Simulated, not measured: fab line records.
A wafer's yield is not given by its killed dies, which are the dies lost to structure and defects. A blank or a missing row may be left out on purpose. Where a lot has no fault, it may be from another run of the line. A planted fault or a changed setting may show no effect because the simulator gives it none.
Matching of chambers | flow n5-finfet | N5_BEOL_M10_ETCH_62 on rie-diel-01: 4 sister chambers
The step etches SOC in N2/H2, target depth 110 nm, overetch 22 nm, time 165 s. 4 wafers are shown with their chamber, then 9 later ones without.

WAFERS PAIRED WITH THEIR CHAMBERS
wafer  | chamber | showerhead-plenum-p-Torr (Torr)
L080.4 | 0       | 2.48
L084.5 | 1       | 2.47
L086.4 | 3       | 2.67
L086.5 | 2       | 2.46

WAFERS MISSING THEIR CHAMBER
wafer  | showerhead-plenum-p-Torr (Torr)
L090.1 | 2.47
L090.4 | 2.47
L090.6 | 2.45
L091.1 | 2.66
L091.2 | 2.45
L091.4 | 2.47
L093.2 | 2.46
L093.4 | 2.46
L093.6 | 2.45

WHICH CHAMBER EACH ONE RAN IN
wafer  | from the rows above          | in truth
L090.1 | can't be placed: 1 or 0 or 2 | 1
L090.4 | can't be placed: 1 or 0 or 2 | 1
L090.6 | can't be placed: 2 or 1      | 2
L091.1 | 3                            | 3
L091.2 | can't be placed: 2 or 1      | 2
L091.4 | can't be placed: 1 or 0 or 2 | 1
L093.2 | can't be placed: 2 or 1      | 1
L093.4 | can't be placed: 2 or 1      | 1
L093.6 | can't be placed: 2 or 1      | 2
1 of 9 placed correctly. These rows do not allow placing 8 (true chamber among the candidates in 8). Wrongly placed: 0.
How it was worked out, from the rows above alone: a wafer's distance from a chamber is the root of the sum, over the readings, of the square of ((its reading less the chamber's mean) divided by the reading's scatter). If the next closest chamber is less than 2 further off than the closest, the wafer can't be placed; otherwise it belongs to the closest. Each chamber's mean is taken over the wafers shown for it. The scatter: root of mean squared gap, hidden wafer to nearest shown wafer, with one shown wafer a chamber.
